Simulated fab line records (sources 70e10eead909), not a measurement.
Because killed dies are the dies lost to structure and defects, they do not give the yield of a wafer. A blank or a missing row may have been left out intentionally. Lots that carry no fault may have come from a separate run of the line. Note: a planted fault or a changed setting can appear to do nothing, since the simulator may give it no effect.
fab line records	flow nand_harc
record lots=6	wafers=18	last_day=32
route steps=1302 shown A_DECK1_JOINT@539 A_ONON_D2@545 END@1302
lots with no fault: from the same line, run without faults
start_h: hours from the record's opening day to when the first of the lot's shown wafers began	wait_h: hours elapsed since this lot's preceding step	" identical to the entry in the row above	L1.1+2: a row that stands for several wafers	- value missing, or start not given	* or withheld: withheld	< > ~ a bound
route shown NAME@n: NAME is a module with steps in the file, n the number in the route of the first one	usual: mean and standard deviation over wafers with no fault	same: alike in all rows	chamber/n: place in a boat	sites: each site's reading	_std_site: standard deviation of those values	_edge_site: inner sites' mean taken away from outer sites' mean	radius_mm: how far each site lies from the wafer's centre	mask NAME#n: copy n	behind: the most recent tool/chamber to have shaped the wafer	hold: reason for holding the lot/hours on hold/outcome of the hold	device: the n, p or np transistor that did not switch	end of line: the route-end tests of the same wafers	for a step that has no rows: nothing shown but its recipe	killed: dies lost to structure and defects at the first sort, not the wafer's yield	map: the dies of a wafer, with x for killed, . for not killed, _ for no die there
set.NAME: the setting as run; set.NAME@STEP: as run at that earlier step	model.NAME: the simulator's own value behind a step, which no gauge read
lots at some steps of the route; a table a step, a row a wafer
services: from which hour (start_h, from the record's first day; less than 0 if before it) a tool's chamber was out of use, for how many hours, and why
## steps
# step NHARC_A_DECK1_JOINT_CMP_02
# recipe material=SiOx
# usual motor_current_A=12.0/1.1	pad_life_wafers=195/120	slurry_flow_ml_min=149.9/0.47
lot.wafer	tool	chamber	start_h	wait_h	motor_current_A	pad_life_wafers	slurry_flow_ml_min
L643.2	cmp-01	3	319.30	0.4	11.4	114	149.9
L643.1	"	2	"	"	12.5	117	150.3
L643.5	"	0	"	"	11.8	-	150.5
L644.2	cmp-03	1	345.14	0.4	10.1	282	149.9
L644.3	"	3	"	"	12.7	284	149.4
L644.1	"	0	"	"	13.2	285	149.3
L646.4	cmp-04	3	370.66	0.4	10.3	277	149.9
L646.3	"	1	"	"	12.4	279	150.0
L646.5	"	3	"	"	10.1	-	150.1
L650.4	cmp-03	3	401.41	0.4	13.2	96	150.5
L650.5	"	3	"	"	12.8	-	149.9
L650.6	"	0	"	"	13.6	-	150.5
L653.2	cmp-04	1	431.53	0.4	12.4	96	150.1
L653.6	"	1	"	"	12.5	-	150.5
L653.5	"	2	"	"	12.4	-	148.8
L654.4	cmp-03	2	447.91	0.4	11.1	259	149.9
L654.2	"	3	"	"	13.2	260	150.3
L654.6	"	2	"	"	12.0	-	149.8
# step NHARC_A_DECK1_JOINT_SRD_15
# step NHARC_A_DECK1_JOINT_DEP_16
# recipe target_thk_a=450	temp_c=400	pressure_torr=6.5	rf_w=900	teos_flow_sccm=161.4	flow_sccm=2650	target_thk_nm=45	gas=O2	material=SiO2
# usual chamber_pressure_Torr=6.501/0.013	heater_power_w=517/97	throttle_valve_pct=15.9/0.58
lot.wafer	tool	chamber	start_h	wait_h	chamber_pressure_Torr	heater_power_w	throttle_valve_pct
L643.1	pecvd-04	0	319.76	0.1	6.509	491	15.3
L643.2	"	1	"	"	6.500	448	17.0
L643.5	"	2	"	"	6.498	347	16.1
L644.2	pecvd-01	2	345.52	0.1	6.491	535	15.8
L644.3	"	0	"	"	6.526	705	15.5
L644.1	"	1	"	"	6.502	578	15.6
L646.3	pecvd-01	0	371.03	0.1	6.487	548	15.8
L646.5	"	0	"	"	6.483	556	15.4
L646.4	"	1	"	"	6.491	556	15.4
L650.4	pecvd-04	2	401.88	0.2	6.505	303	16.1
L650.5	"	0	"	"	6.494	512	15.6
L650.6	"	1	"	"	6.509	581	17.0
L653.2	pecvd-04	2	431.98	0.1	6.508	360	16.2
L653.6	"	1	"	"	6.515	574	17.2
L653.5	"	2	"	"	6.521	378	15.8
L654.2	pecvd-04	2	448.27	0.1	6.507	293	16.2
L654.6	"	2	"	"	6.503	283	15.9
L654.4	"	0	"	"	6.519	577	15.7
# step NHARC_A_DECK1_JOINT_THK_MEAS_17
# recipe thk_meas_gauge=ellipsometry
# usual thk_nm=45.0/1.1
lot.wafer	tool	chamber	start_h	wait_h	thk_nm
L643.1	film_metro-01	-	320.01	0.2	44.3
L643.2	"	-	"	"	44.9
L643.5	"	-	"	"	48.4
L644.1	film_metro-02	-	345.81	0.2	44.5
L644.2	"	-	"	"	45.7
L644.3	"	-	"	"	45.9
L646.3	film_metro-01	-	371.31	0.3	44.6
L646.4	"	-	"	"	45.5
L646.5	"	-	"	"	43.7
L650.4	film_metro-02	-	402.08	0.2	44.4
L650.5	"	-	"	"	45.4
L650.6	"	-	"	"	45.0
L653.2	film_metro-01	-	432.20	0.2	46.5
L653.5	"	-	"	"	45.2
L653.6	"	-	"	"	44.5
L654.2	film_metro-01	-	448.56	0.3	44.7
L654.4	"	-	"	"	46.5
L654.6	"	-	"	"	45.8
# step NHARC_A_DECK1_JOINT_INSPECT_05
# usual raw_defect_count=305/120
lot.wafer	tool	chamber	start_h	wait_h	raw_defect_count
L643.1	defect_inspect-01	-	320.05	0.0	211
L643.2	"	-	"	"	207
L643.5	"	-	"	"	246
L644.1	defect_inspect-01	-	345.84	0.0	369
L644.2	"	-	"	"	199
L644.3	"	-	"	"	330
L646.3	defect_inspect-02	-	371.34	0.0	252
L646.4	"	-	"	"	347
L646.5	"	-	"	"	219
L650.4	defect_inspect-01	-	402.11	0.0	190
L650.5	"	-	"	"	260
L650.6	"	-	"	"	257
L653.2	defect_inspect-01	-	432.24	0.0	409
L653.5	"	-	"	"	311
L653.6	"	-	"	"	310
L654.2	defect_inspect-02	-	448.59	0.0	141
L654.4	"	-	"	"	308
L654.6	"	-	"	"	253
# step NHARC_A_ONON_D2_DEP_00
# recipe target_thk_a=10000	n2_flow_sccm=2750	n2o_flow_sccm=2000	nh3_flow_sccm=500	sih4_flow_sccm=210	temp_c=400
# step NHARC_A_ONON_D2_THK_MEAS_02
# recipe thk_meas_gauge=ellipsometry
# usual thk_nm=1001/9.4
lot.wafer	tool	chamber	start_h	wait_h	thk_nm
L643.1	film_metro-01	-	320.63	-	1009
L643.2	"	-	"	"	1007
L643.5	"	-	"	"	1008
L644.1	film_metro-02	-	346.42	-	983
L644.2	"	-	"	"	983
L644.3	"	-	"	"	984
L646.3	film_metro-02	-	371.92	-	989
L646.4	"	-	"	"	988
L646.5	"	-	"	"	987
L650.4	film_metro-01	-	402.69	-	1006
L650.5	"	-	"	"	1005
L650.6	"	-	"	"	1006
L653.2	film_metro-01	-	432.82	-	990
L653.5	"	-	"	"	992
L653.6	"	-	"	"	992
L654.2	film_metro-01	-	449.17	-	991
L654.4	"	-	"	"	992
L654.6	"	-	"	"	992
# step NHARC_A_ONON_D2_DEP_03
# recipe target_thk_a=10000	n2_flow_sccm=2750	n2o_flow_sccm=2000	nh3_flow_sccm=500	sih4_flow_sccm=210	temp_c=400
# step NHARC_A_ONON_D2_THK_MEAS_05
# recipe thk_meas_gauge=ellipsometry
# usual thk_nm=1000/8.8
lot.wafer	tool	chamber	start_h	wait_h	thk_nm
L643.1	film_metro-01	-	321.22	-	995
L643.2	"	-	"	"	997
L643.5	"	-	"	"	995
L644.1	film_metro-01	-	346.98	-	1001
L644.2	"	-	"	"	1002
L644.3	"	-	"	"	1000
L646.3	film_metro-01	-	372.49	-	1004
L646.4	"	-	"	"	1005
L646.5	"	-	"	"	1006
L650.4	film_metro-02	-	403.25	-	988
L650.5	"	-	"	"	986
L650.6	"	-	"	"	988
L653.2	film_metro-01	-	433.41	-	1018
L653.5	"	-	"	"	1017
L653.6	"	-	"	"	1019
L654.2	film_metro-01	-	449.73	-	1006
L654.4	"	-	"	"	1006
L654.6	"	-	"	"	1005
# step NHARC_A_ONON_D2_DEP_06
# recipe target_thk_a=10000	n2_flow_sccm=2750	n2o_flow_sccm=2000	nh3_flow_sccm=500	sih4_flow_sccm=210	temp_c=400
# step NHARC_A_ONON_D2_THK_MEAS_08
# recipe thk_meas_gauge=ellipsometry
# usual thk_nm=997/11
lot.wafer	tool	chamber	start_h	wait_h	thk_nm
L643.1	film_metro-01	-	321.78	-	1001
L643.2	"	-	"	"	999
L643.5	"	-	"	"	1002
L644.1	film_metro-01	-	347.55	-	997
L644.2	"	-	"	"	996
L644.3	"	-	"	"	994
L646.3	film_metro-01	-	373.05	-	1006
L646.4	"	-	"	"	1007
L646.5	"	-	"	"	1006
L650.4	film_metro-02	-	403.82	-	976
L650.5	"	-	"	"	978
L650.6	"	-	"	"	976
L653.2	film_metro-01	-	433.98	-	986
L653.5	"	-	"	"	987
L653.6	"	-	"	"	987
L654.2	film_metro-02	-	450.30	-	1003
L654.4	"	-	"	"	1002
L654.6	"	-	"	"	1003
# step NHARC_A_ONON_D2_DEP_09
# recipe target_thk_a=10000	n2_flow_sccm=2750	n2o_flow_sccm=2000	nh3_flow_sccm=500	sih4_flow_sccm=210	temp_c=400
# usual n2o_flow_sccm=1999/5.9
lot.wafer	tool	chamber	start_h	wait_h	n2o_flow_sccm
L643.1	pecvd_onon-01	0	321.84	0.1	1992
L643.2	"	0	"	"	1999
L643.5	"	0	"	"	1999
L644.1	pecvd_onon-01	0	347.61	0.1	2004
L644.2	"	0	"	"	1999
L644.3	"	0	"	"	1993
L646.3	pecvd_onon-03	0	373.22	0.2	1994
L646.4	"	0	"	"	1993
L646.5	"	0	"	"	1989
L650.4	pecvd_onon-04	0	404.05	0.2	2009
L650.5	"	0	"	"	2002
L650.6	"	0	"	"	2006
L653.2	pecvd_onon-01	0	434.09	0.1	1993
L653.5	"	0	"	"	2000
L653.6	"	0	"	"	1995
L654.2	pecvd_onon-03	0	450.42	0.1	2005
L654.4	"	0	"	"	2003
L654.6	"	0	"	"	2003
# step NHARC_A_ONON_D2_THK_MEAS_11
# recipe thk_meas_gauge=ellipsometry
# usual thk_nm=1005/11
lot.wafer	tool	chamber	start_h	wait_h	thk_nm
L643.1	film_metro-01	-	322.37	-	689
L643.2	"	-	"	"	1004
L643.5	"	-	"	"	1002
L644.1	film_metro-02	-	348.12	-	673
L644.2	"	-	"	"	989
L644.3	"	-	"	"	672
L646.3	film_metro-01	-	373.61	-	1007
L646.4	"	-	"	"	1006
L646.5	"	-	"	"	1006
L650.4	film_metro-01	-	404.41	-	1018
L650.5	"	-	"	"	1019
L650.6	"	-	"	"	1020
L653.2	film_metro-01	-	434.54	-	997
L653.5	"	-	"	"	998
L653.6	"	-	"	"	996
L654.2	film_metro-01	-	450.86	-	992
L654.4	"	-	"	"	992
L654.6	"	-	"	"	991
# step NHARC_A_ONON_D2_DEP_12
# recipe target_thk_a=10000	n2_flow_sccm=2750	n2o_flow_sccm=2000	nh3_flow_sccm=500	sih4_flow_sccm=210	temp_c=400
# step NHARC_END_SORT_01
# recipe temp_c=25
# usual killed_at_array=59/21	killed_at_other=1.0/1.1	killed_at_periphery=4.0/2.6	killed_dies=64/21	killed_open=3.2/1.7	killed_short=2.5/1.5
# same gross_dies=677
lot.wafer	tool	chamber	start_h	wait_h	killed_at_array	killed_at_other	killed_at_periphery	killed_dies	killed_open	killed_short
L643.1	prober-01	0	637.10	2.5	665	2	10	677	4	3
L644.1	prober-02	0	640.08	2.5	677	0	0	677	4	1
L644.3	prober-02	0	641.66	3.1	676	0	1	677	3	1
L653.2	prober-02	0	706.47	2.8	66	1	7	74	4	5
L653.5	prober-02	0	708.92	3.8	51	2	2	55	2	1
L653.6	prober-02	0	709.73	4.1	51	1	0	52	7	2
# killed by level:class
L643.1 A_ONON_D2:area_dep=589 A_CHANNEL_HOLE_D2:chamber_film_flake=32 A_CHANNEL_HOLE_D1:chamber_film_flake=30 P_CONTACT:chamber_film_flake=6 A_SLIT:chamber_film_flake=4 A_ONON_D2:geometric_particle:open=2 P_ZERO_WELL:chamber_film_flake=2 A_WL_FILL:chamber_film_flake=2
L644.1 A_ONON_D2:area_dep=599 A_SLIT:chamber_film_flake=32 A_CHANNEL_HOLE_D2:chamber_film_flake=31 A_STAIRCASE:chamber_film_flake=4 A_CHANNEL_HOLE_D1:chamber_film_flake=3 A_CHANNEL_FILL_D1:geometric_particle:open=2 A_ONON_D1:geometric_particle:short=1 A_CHANNEL_FILL_D2:geometric_particle:open=1
L644.3 A_ONON_D2:area_dep=598 A_CHANNEL_HOLE_D2:chamber_film_flake=34 A_SLIT:chamber_film_flake=31 A_STAIRCASE:chamber_film_flake=4 A_CHANNEL_HOLE_D1:chamber_film_flake=3 A_CONTACT:chamber_film_flake=2 A_DECK1_JOINT:geometric_particle:open=1 A_WL_FILL:geometric_particle:open=1
L653.2 A_CHANNEL_HOLE_D1:chamber_film_flake=29 A_SLIT:chamber_film_flake=7 A_STAIRCASE:chamber_film_flake=5 A_DECK1_JOINT:chamber_film_flake=5 A_CONTACT:chamber_film_flake=5 A_CHANNEL_HOLE_D2:chamber_film_flake=4 P_STI:chamber_film_flake=3 A_M1:chamber_film_flake=3
L653.5 A_CHANNEL_HOLE_D1:chamber_film_flake=31 A_CONTACT:chamber_film_flake=6 A_STAIRCASE:chamber_film_flake=4 A_SLIT:chamber_film_flake=3 THIN_TSV:chamber_film_flake=2 A_WL_FILL:chamber_film_flake=2 P_CONTACT:geometric_particle:open=1 A_SOURCE_PLATE:geometric_particle:short=1
L653.6 A_CHANNEL_HOLE_D1:chamber_film_flake=29 A_STAIRCASE:chamber_film_flake=4 A_CONTACT:chamber_film_flake=4 A_CONTACT:geometric_particle:open=2 A_M1:chamber_film_flake=2 A_SOURCE_PLATE:geometric_particle:open=1 A_ONON_D1:geometric_particle:short=1 A_CHANNEL_FILL_D1:geometric_particle:open=1
# map L643.1 (x killed, . not)
____________x____________
_________xxxxxxx_________
_______xxxxxxxxxxx_______
______xxxxxxxxxxxxx______
_____xxxxxxxxxxxxxxx_____
____xxxxxxxxxxxxxxxxx____
____xxxxxxxxxxxxxxxxx____
___xxxxxxxxxxxxxxxxxxx___
___xxxxxxxxxxxxxxxxxxx___
__xxxxxxxxxxxxxxxxxxxxx__
__xxxxxxxxxxxxxxxxxxxxx__
_xxxxxxxxxxxxxxxxxxxxxxx_
_xxxxxxxxxxxxxxxxxxxxxxx_
_xxxxxxxxxxxxxxxxxxxxxxx_
_xxxxxxxxxxxxxxxxxxxxxxx_
_xxxxxxxxxxxxxxxxxxxxxxx_
xxxxxxxxxxxxxxxxxxxxxxxxx
xxxxxxxxxxxxxxxxxxxxxxxxx
xxxxxxxxxxxxxxxxxxxxxxxxx
xxxxxxxxxxxxxxxxxxxxxxxxx
xxxxxxxxxxxxxxxxxxxxxxxxx
_xxxxxxxxxxxxxxxxxxxxxxx_
_xxxxxxxxxxxxxxxxxxxxxxx_
_xxxxxxxxxxxxxxxxxxxxxxx_
_xxxxxxxxxxxxxxxxxxxxxxx_
_xxxxxxxxxxxxxxxxxxxxxxx_
__xxxxxxxxxxxxxxxxxxxxx__
__xxxxxxxxxxxxxxxxxxxxx__
___xxxxxxxxxxxxxxxxxxx___
___xxxxxxxxxxxxxxxxxxx___
____xxxxxxxxxxxxxxxxx____
____xxxxxxxxxxxxxxxxx____
_____xxxxxxxxxxxxxxx_____
______xxxxxxxxxxxxx______
_______xxxxxxxxxxx_______
_________xxxxxxx_________
____________x____________
# map L644.1 (x killed, . not)
____________x____________
_________xxxxxxx_________
_______xxxxxxxxxxx_______
______xxxxxxxxxxxxx______
_____xxxxxxxxxxxxxxx_____
____xxxxxxxxxxxxxxxxx____
____xxxxxxxxxxxxxxxxx____
___xxxxxxxxxxxxxxxxxxx___
___xxxxxxxxxxxxxxxxxxx___
__xxxxxxxxxxxxxxxxxxxxx__
__xxxxxxxxxxxxxxxxxxxxx__
_xxxxxxxxxxxxxxxxxxxxxxx_
_xxxxxxxxxxxxxxxxxxxxxxx_
_xxxxxxxxxxxxxxxxxxxxxxx_
_xxxxxxxxxxxxxxxxxxxxxxx_
_xxxxxxxxxxxxxxxxxxxxxxx_
xxxxxxxxxxxxxxxxxxxxxxxxx
xxxxxxxxxxxxxxxxxxxxxxxxx
xxxxxxxxxxxxxxxxxxxxxxxxx
xxxxxxxxxxxxxxxxxxxxxxxxx
xxxxxxxxxxxxxxxxxxxxxxxxx
_xxxxxxxxxxxxxxxxxxxxxxx_
_xxxxxxxxxxxxxxxxxxxxxxx_
_xxxxxxxxxxxxxxxxxxxxxxx_
_xxxxxxxxxxxxxxxxxxxxxxx_
_xxxxxxxxxxxxxxxxxxxxxxx_
__xxxxxxxxxxxxxxxxxxxxx__
__xxxxxxxxxxxxxxxxxxxxx__
___xxxxxxxxxxxxxxxxxxx___
___xxxxxxxxxxxxxxxxxxx___
____xxxxxxxxxxxxxxxxx____
____xxxxxxxxxxxxxxxxx____
_____xxxxxxxxxxxxxxx_____
______xxxxxxxxxxxxx______
_______xxxxxxxxxxx_______
_________xxxxxxx_________
____________x____________
## services
tool	chamber	start_h	hours	kind
cmp-04	-	307.12	4.0	pm
pecvd_onon-04	-	311.05	13.0	pm
cmp-04	-	311.12	-	consumable_replace:conditioner
pecvd-01	-	311.20	13.0	pm
cmp-01	-	323.42	5.9	repair
pecvd-01	2	334.70	9.5	repair
cmp-03	-	343.98	0.5	repair
cmp-01	-	356.62	0.5	repair
cmp-03	-	360.22	4.0	pm
cmp-03	-	364.22	-	consumable_replace:conditioner
cmp-03	-	364.22	-	consumable_replace:pad
cmp-01	-	381.70	4.0	pm
cmp-04	-	391.05	0.4	repair
cmp-04	-	391.62	0.7	repair
cmp-04	-	405.12	4.0	pm
cmp-03	-	407.42	1.7	repair
pecvd_onon-03	-	408.04	13.0	pm
pecvd_onon-03	-	441.47	8.5	repair
pecvd-04	-	446.41	1.7	repair
pecvd-04	-	450.00	13.0	pm
pecvd-04	0	450.00	13.0	vent_cycle
pecvd-04	1	450.00	13.0	vent_cycle
pecvd-04	2	450.00	13.0	vent_cycle
pecvd_onon-01	-	450.14	13.0	pm
## key
first_sign step=NHARC_A_ONON_D2_THK_MEAS_11	reading=thk_nm	direction=down	sigmas=29	usual=1005	struck=678
effect step=NHARC_END_SORT_01	reading=killed_at_array	direction=up	sigmas=29	usual=59	struck=673
more_kills_born_at NHARC_A_ONON_D2_DEP_09@pecvd_onon-01=1786
met_at NHARC_A_ONON_D2_DEP_09
struck_wafers L643.1,L644.1,L644.3
later_rows_left_out L643.1,L644.1,L644.3
tester_left_out L643,L644
fault kind=process_parameter_drift	tool=pecvd_onon-01	chamber=-	onset_h=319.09	steps=NHARC_A_ONON_D2_DEP_09	channel=target_thk_a	offset=*	shape=step	end_h=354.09	scope=struck_wafers_only	acts_in=*	stated=*
# tester_left_out: of these lots the tester's yield and bins aren't shown, on N5 and GAA mostly nor the transistor test; their killed dies are dies lost to structure and defects alone, not to doping, threshold or leakage, so they don't give the yield
# later_rows_left_out: the simulator's readings of these wafers behind a module that went badly wrong aren't trusted and aren't shown, but for the sort
